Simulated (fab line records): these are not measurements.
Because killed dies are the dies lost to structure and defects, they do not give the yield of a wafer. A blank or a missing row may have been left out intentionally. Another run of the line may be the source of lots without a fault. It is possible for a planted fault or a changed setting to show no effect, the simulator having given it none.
Which tool did it? || flow n5 finfet || 10 lots with 30 wafers sampled at 5 steps, on a route of 1938 steps

## WHAT EACH GAUGE READ, for each wafer
N5_FIN_SAQP_THK_MEAS_07.
{"lot": "L718", "measured": "day 2 09:10", "on": "film metro-02", "thk nm (nm)": "59.1 59.0 59.9"}
{"lot": "L719", "measured": "day 2 16:52", "on": "film metro-01", "thk nm (nm)": "60.4 60.5 59.2"}
{"lot": "L720", "measured": "day 2 22:41", "on": "film metro-02", "thk nm (nm)": "59.3 59.6 60.2"}
{"lot": "L725", "measured": "day 4 04:06", "on": "film metro-01", "thk nm (nm)": "60.1 59.8 60.9"}
{"lot": "L726", "measured": "day 4 09:56", "on": "film metro-02", "thk nm (nm)": "58.7 60.4 60.1"}
{"lot": "L727", "measured": "day 4 15:22", "on": "film metro-01", "thk nm (nm)": "59.0 58.5 59.4"}
{"lot": "L728", "measured": "day 4 22:43", "on": "film metro-02", "thk nm (nm)": "60.8 59.6 59.6"}
{"lot": "L730", "measured": "day 5 10:51", "on": "film metro-01", "thk nm (nm)": "60.1 60.7 60.5"}
{"lot": "L737", "measured": "day 7 03:45", "on": "film metro-02", "thk nm (nm)": "58.6 59.2 59.7"}
{"lot": "L738", "measured": "day 7 09:44", "on": "film metro-02", "thk nm (nm)": "60.4 58.9 59.3"}

N5_BEOL_M4_RC_MEAS_101.
{"lot": "L718", "measured": "day 7 20:34", "on": "prober-02", "CJ_N": "4.37 4.28 4.26", "DIBL_N (mV/V)": "35.9 35.5 35.7", "DIBL_P (mV/V)": "36.3 36.4 36.2", "IOFF_N (nA/um)": "0.161 0.155 0.155", "IOFF_N_LONG (nA/um)": "5.91e-05 5.98e-05 5.94e-05", "IOFF_P (nA/um)": "0.233 0.227 0.229", "ION_N (uA/um)": "680 690 681", "ION_P (uA/um)": "471 476 472", "RS_PWELL (ohm/sq)": "3019 3040 3036", "SS_N (mV/dec)": "71.5 70.4 70.8", "SS_P (mV/dec)": "73.6 72.9 73.7", "VT_N (mV)": "247.7 246.8 246.7", "VT_P (mV)": "-247 -247 -248"}
{"lot": "L719", "measured": "day 8 20:08", "on": "prober-01", "CJ_N": "4.41 4.43 4.33", "DIBL_N (mV/V)": "34.5 34.6 34.0", "DIBL_P (mV/V)": "35.1 34.9 34.1", "IOFF_N (nA/um)": "0.138 0.140 0.121", "IOFF_N_LONG (nA/um)": "5.4e-05 5.48e-05 5.46e-05", "IOFF_P (nA/um)": "0.196 0.194 0.177", "ION_N (uA/um)": "682 670 664", "ION_P (uA/um)": "470 465 456", "RS_PWELL (ohm/sq)": "3024 2994 3035", "SS_N (mV/dec)": "70.4 70.7 70.3", "SS_P (mV/dec)": "73.4 72.7 72.9", "VT_N (mV)": "250.0 251.1 253.0", "VT_P (mV)": "-249 -251 -254"}
{"lot": "L720", "measured": "day 9 07:53", "on": "prober-02", "CJ_N": "4.36 4.33 4.42", "DIBL_N (mV/V)": "35.7 37.4 37.0", "DIBL_P (mV/V)": "36.0 38.4 37.4", "IOFF_N (nA/um)": "0.144 0.182 0.166", "IOFF_N_LONG (nA/um)": "5.41e-05 5.39e-05 5.48e-05", "IOFF_P (nA/um)": "0.215 0.245 0.222", "ION_N (uA/um)": "671 678 666", "ION_P (uA/um)": "463 469 464", "RS_PWELL (ohm/sq)": "3025 3032 3010", "SS_N (mV/dec)": "71.6 70.9 71.0", "SS_P (mV/dec)": "73.4 74.0 73.7", "VT_N (mV)": "251.6 246.6 249.5", "VT_P (mV)": "-249 -247 -248"}
{"lot": "L725", "measured": "day 10 08:52", "on": "prober-01", "CJ_N": "4.38 4.35 4.38", "DIBL_N (mV/V)": "37.3 35.2 35.7", "DIBL_P (mV/V)": "38.1 36.1 36.5", "IOFF_N (nA/um)": "0.192 0.156 0.164", "IOFF_N_LONG (nA/um)": "5.72e-05 5.68e-05 5.74e-05", "IOFF_P (nA/um)": "0.255 0.230 0.228", "ION_N (uA/um)": "688 674 676", "ION_P (uA/um)": "467 461 467", "RS_PWELL (ohm/sq)": "2983 2960 2990", "SS_N (mV/dec)": "71.8 71.5 71.1", "SS_P (mV/dec)": "74.0 73.6 72.9", "VT_N (mV)": "248.3 248.8 248.3", "VT_P (mV)": "-245 -245 -249"}
{"lot": "L726", "measured": "day 11 05:05", "on": "prober-01", "CJ_N": "5.08 5.01 5.09", "DIBL_N (mV/V)": "34.2 35.9 37.3", "DIBL_P (mV/V)": "33.4 36.1 37.4", "IOFF_N (nA/um)": "0.114 0.150 0.173", "IOFF_N_LONG (nA/um)": "6.73e-05 6.61e-05 6.74e-05", "IOFF_P (nA/um)": "0.192 0.227 0.253", "ION_N (uA/um)": "667 678 682", "ION_P (uA/um)": "470 474 470", "RS_PWELL (ohm/sq)": "2925 2934 2943", "SS_N (mV/dec)": "70.6 71.4 71.4", "SS_P (mV/dec)": "72.5 73.4 74.0", "VT_N (mV)": "253.7 251.3 247.0", "VT_P (mV)": "-245 -247 -247"}
{"lot": "L727", "measured": "day 11 13:34", "on": "prober-01", "CJ_N": "4.42 4.43 4.43", "DIBL_N (mV/V)": "35.5 37.7 35.9", "DIBL_P (mV/V)": "35.8 37.8 35.3", "IOFF_N (nA/um)": "0.165 0.204 0.152", "IOFF_N_LONG (nA/um)": "5.77e-05 5.77e-05 5.79e-05", "IOFF_P (nA/um)": "0.222 0.267 0.218", "ION_N (uA/um)": "687 678 678", "ION_P (uA/um)": "467 470 469", "RS_PWELL (ohm/sq)": "3004 3029 3018", "SS_N (mV/dec)": "71.0 71.8 71.9", "SS_P (mV/dec)": "73.1 73.8 73.3", "VT_N (mV)": "245.4 246.3 252.4", "VT_P (mV)": "-249 -248 -250"}
{"lot": "L728", "measured": "day 11 21:41", "on": "prober-01", "CJ_N": "5.19 5.25 5.27", "DIBL_N (mV/V)": "35.6 34.6 37.7", "DIBL_P (mV/V)": "36.1 34.8 38.3", "IOFF_N (nA/um)": "0.133 0.122 0.174", "IOFF_N_LONG (nA/um)": "6.31e-05 6.29e-05 6.35e-05", "IOFF_P (nA/um)": "0.197 0.173 0.234", "ION_N (uA/um)": "659 662 679", "ION_P (uA/um)": "462 461 466", "RS_PWELL (ohm/sq)": "2951 2965 2952", "SS_N (mV/dec)": "71.6 71.4 72.1", "SS_P (mV/dec)": "73.6 72.1 73.4", "VT_N (mV)": "252.2 253.0 249.2", "VT_P (mV)": "-250 -252 -250"}
{"lot": "L730", "measured": "day 12 09:59", "on": "prober-02", "CJ_N": "5.14 5.16 5.24", "DIBL_N (mV/V)": "35.2 34.7 35.3", "DIBL_P (mV/V)": "37.3 36.4 37.5", "IOFF_N (nA/um)": "0.153 0.143 0.166", "IOFF_N_LONG (nA/um)": "6.09e-05 6.14e-05 6.24e-05", "IOFF_P (nA/um)": "0.225 0.215 0.238", "ION_N (uA/um)": "671 673 678", "ION_P (uA/um)": "462 469 472", "RS_PWELL (ohm/sq)": "2953 2943 2934", "SS_N (mV/dec)": "71.4 71.8 70.4", "SS_P (mV/dec)": "74.0 73.4 73.7", "VT_N (mV)": "251.7 249.5 249.0", "VT_P (mV)": "-249 -249 -246"}
{"lot": "L737", "measured": "day 13 20:10", "on": "prober-02", "CJ_N": "4.39 4.32 4.42", "DIBL_N (mV/V)": "37.6 37.3 37.2", "DIBL_P (mV/V)": "36.5 37.1 36.3", "IOFF_N (nA/um)": "0.155 0.156 0.147", "IOFF_N_LONG (nA/um)": "5.46e-05 5.42e-05 5.54e-05", "IOFF_P (nA/um)": "0.207 0.218 0.203", "ION_N (uA/um)": "665 680 671", "ION_P (uA/um)": "457 465 467", "RS_PWELL (ohm/sq)": "3054 3022 3062", "SS_N (mV/dec)": "71.7 71.6 71.3", "SS_P (mV/dec)": "72.6 72.3 73.1", "VT_N (mV)": "250.2 250.3 250.7", "VT_P (mV)": "-250 -249 -249"}
{"lot": "L738", "measured": "day 14 17:31", "on": "prober-02", "CJ_N": "4.32 4.31 4.31", "DIBL_N (mV/V)": "36.7 36.6 37.7", "DIBL_P (mV/V)": "36.1 35.9 38.0", "IOFF_N (nA/um)": "0.170 0.166 0.184", "IOFF_N_LONG (nA/um)": "5.84e-05 5.82e-05 5.66e-05", "IOFF_P (nA/um)": "0.206 0.199 0.240", "ION_N (uA/um)": "676 676 690", "ION_P (uA/um)": "466 461 471", "RS_PWELL (ohm/sq)": "2994 2956 2996", "SS_N (mV/dec)": "71.5 70.6 72.1", "SS_P (mV/dec)": "73.0 73.5 73.9", "VT_N (mV)": "247.0 250.3 245.6", "VT_P (mV)": "-251 -252 -249"}

## WHAT TOOL EACH LOT RAN ON (gives the tool, then ch and the chambers of the sampled wafers, and finally the start)
{"lot": "L718", "N5_WELL_APT_IMPLANT_32": "implanter-02 ch 0, day 2 03:42", "N5_WELL_APT_EPI_41": "epi rpcvd-02 ch 0, day 2 04:29", "N5_PMOS_HMC_CHANNEL_EPI_EPI_26": "epi rpcvd-02 ch 0, day 2 08:01"}
{"lot": "L719", "N5_WELL_APT_IMPLANT_32": "implanter-02 ch 0, day 2 09:52", "N5_WELL_APT_EPI_41": "epi rpcvd-04 ch 0, day 2 11:04", "N5_PMOS_HMC_CHANNEL_EPI_EPI_26": "epi rpcvd-01 ch 0, day 2 15:40"}
{"lot": "L720", "N5_WELL_APT_IMPLANT_32": "implanter-01 ch 0, day 2 15:41", "N5_WELL_APT_EPI_41": "epi rpcvd-02 ch 0, day 2 16:46", "N5_PMOS_HMC_CHANNEL_EPI_EPI_26": "epi rpcvd-04 ch 0, day 2 21:15"}
{"lot": "L725", "N5_WELL_APT_IMPLANT_32": "implanter-01 ch 0, day 3 22:15", "N5_WELL_APT_EPI_41": "epi rpcvd-02 ch 0, day 3 23:21", "N5_PMOS_HMC_CHANNEL_EPI_EPI_26": "epi rpcvd-04 ch 0, day 4 02:51"}
{"lot": "L726", "N5_WELL_APT_IMPLANT_32": "implanter-01 ch 0, day 4 03:29", "N5_WELL_APT_EPI_41": "epi rpcvd-04 ch 0, day 4 04:19", "N5_PMOS_HMC_CHANNEL_EPI_EPI_26": "epi rpcvd-04 ch 0, day 4 08:23"}
{"lot": "L727", "N5_WELL_APT_IMPLANT_32": "implanter-02 ch 0, day 4 09:47", "N5_WELL_APT_EPI_41": "epi rpcvd-02 ch 0, day 4 10:30", "N5_PMOS_HMC_CHANNEL_EPI_EPI_26": "epi rpcvd-02 ch 0, day 4 14:04"}
{"lot": "L728", "N5_WELL_APT_IMPLANT_32": "implanter-01 ch 0, day 4 15:29", "N5_WELL_APT_EPI_41": "epi rpcvd-04 ch 0, day 4 16:40", "N5_PMOS_HMC_CHANNEL_EPI_EPI_26": "epi rpcvd-04 ch 0, day 4 21:29"}
{"lot": "L730", "N5_WELL_APT_IMPLANT_32": "implanter-01 ch 0, day 5 03:40", "N5_WELL_APT_EPI_41": "epi rpcvd-04 ch 0, day 5 04:28", "N5_PMOS_HMC_CHANNEL_EPI_EPI_26": "epi rpcvd-02 ch 0, day 5 08:13"}
{"lot": "L737", "N5_WELL_APT_IMPLANT_32": "implanter-02 ch 0, day 6 21:20", "N5_WELL_APT_EPI_41": "epi rpcvd-02 ch 0, day 6 22:14", "N5_PMOS_HMC_CHANNEL_EPI_EPI_26": "epi rpcvd-04 ch 0, day 7 02:17"}
{"lot": "L738", "N5_WELL_APT_IMPLANT_32": "implanter-02 ch 0, day 7 03:30", "N5_WELL_APT_EPI_41": "epi rpcvd-02 ch 0, day 7 04:47", "N5_PMOS_HMC_CHANNEL_EPI_EPI_26": "epi rpcvd-02 ch 0, day 7 08:37"}
- N5_WELL_APT_IMPLANT_32
- N5_WELL_APT_EPI_41: deposits Si from SiH4/H2, target thk 50 nm, time 297.7 s.
- N5_PMOS_HMC_CHANNEL_EPI_EPI_26: deposits Si from SiH4/H2, target thk 3.8 nm, time 22.7 s.

## WHAT THE TOOLS THEMSELVES READ (means of the sampled wafers that have a number; where no wafer has one, the mark that the record gives instead)
N5_WELL_APT_IMPLANT_32.
{"lot": "L718", "tool": "implanter-02", "dose ions cm2": 2.0024e+13, "faraday current uA": 256}
{"lot": "L719", "tool": "implanter-02", "dose ions cm2": 1.9973e+13, "faraday current uA": 255}
{"lot": "L720", "tool": "implanter-01", "dose ions cm2": 1.9986e+13, "faraday current uA": 254}
{"lot": "L725", "tool": "implanter-01", "dose ions cm2": 1.9980e+13, "faraday current uA": 256}
{"lot": "L726", "tool": "implanter-01", "dose ions cm2": 2.8029e+13, "faraday current uA": 351}
{"lot": "L727", "tool": "implanter-02", "dose ions cm2": 2.0003e+13, "faraday current uA": 248}
{"lot": "L728", "tool": "implanter-01", "dose ions cm2": 2.8005e+13, "faraday current uA": 358}
{"lot": "L730", "tool": "implanter-01", "dose ions cm2": 2.8028e+13, "faraday current uA": 356}
{"lot": "L737", "tool": "implanter-02", "dose ions cm2": 2.0005e+13, "faraday current uA": 253}
{"lot": "L738", "tool": "implanter-02", "dose ions cm2": 2.0014e+13, "faraday current uA": 254}

N5_WELL_APT_EPI_41.
{"lot": "L718", "tool": "epi rpcvd-02", "throttle valve pct (%)": 10.7}
{"lot": "L719", "tool": "epi rpcvd-04", "throttle valve pct (%)": 11.1}
{"lot": "L720", "tool": "epi rpcvd-02", "throttle valve pct (%)": 10.8}
{"lot": "L725", "tool": "epi rpcvd-02", "throttle valve pct (%)": 10.8}
{"lot": "L726", "tool": "epi rpcvd-04", "throttle valve pct (%)": 11.2}
{"lot": "L727", "tool": "epi rpcvd-02", "throttle valve pct (%)": 11.0}
{"lot": "L728", "tool": "epi rpcvd-04", "throttle valve pct (%)": 11.2}
{"lot": "L730", "tool": "epi rpcvd-04", "throttle valve pct (%)": 11.1}
{"lot": "L737", "tool": "epi rpcvd-02", "throttle valve pct (%)": 10.8}
{"lot": "L738", "tool": "epi rpcvd-02", "throttle valve pct (%)": 10.9}

N5_PMOS_HMC_CHANNEL_EPI_EPI_26.
{"lot": "L718", "tool": "epi rpcvd-02", "throttle valve pct (%)": 10.96}
{"lot": "L719", "tool": "epi rpcvd-01", "throttle valve pct (%)": 11.40}
{"lot": "L720", "tool": "epi rpcvd-04", "throttle valve pct (%)": 11.08}
{"lot": "L725", "tool": "epi rpcvd-04", "throttle valve pct (%)": 11.12}
{"lot": "L726", "tool": "epi rpcvd-04", "throttle valve pct (%)": 11.22}
{"lot": "L727", "tool": "epi rpcvd-02", "throttle valve pct (%)": 10.86}
{"lot": "L728", "tool": "epi rpcvd-04", "throttle valve pct (%)": 10.93}
{"lot": "L730", "tool": "epi rpcvd-02", "throttle valve pct (%)": 10.89}
{"lot": "L737", "tool": "epi rpcvd-04", "throttle valve pct (%)": 11.01}
{"lot": "L738", "tool": "epi rpcvd-02", "throttle valve pct (%)": 10.92}

## THE ANSWER, worked out from the rows above alone
Rule: what is usual is taken from the lots themselves. The widest of any qualifying gaps counts: lots, ordered by their means at a reading, are off when they make up no more than a third of the lots, leave a main group of 4 or more, and stand apart from it by 3 or more times the standard deviation of that group's means. Not used: any main group whose means are identical at the precision the tables above print for the reading. A lot without any number at a reading at which 4 lots or more have one is off too. Any other lot the step has rows for is counted as sound. Order of review: gauges by route order, followed by the tools' own readings, for which a lot's mean as printed above is used. At the first step where some lot is off, the reading lying furthest off is the one used; lots without a number count as furthest.
Off: L726, L728, L730, at N5_BEOL_M4_RC_MEAS_101 (CJ_N). The main group has a mean of 4.36 with a standard deviation of 0.04.
A tool fits if, at a process step before that reading, it ran every lot that is off, and no sound lot after the first of them. The gauges at N5_BEOL_M4_RC_MEAS_101 aren't tried: what is off there is off at N5_WELL_APT_IMPLANT_32 too, on other tools, and a gauge's error can't cause that. This does not decide it: 2 tools fit, namely implanter-01 at N5_WELL_APT_IMPLANT_32 and epi rpcvd-04 at N5_WELL_APT_EPI_41.

## WHAT HAD BEEN PUT IN BY THE SIMULATOR
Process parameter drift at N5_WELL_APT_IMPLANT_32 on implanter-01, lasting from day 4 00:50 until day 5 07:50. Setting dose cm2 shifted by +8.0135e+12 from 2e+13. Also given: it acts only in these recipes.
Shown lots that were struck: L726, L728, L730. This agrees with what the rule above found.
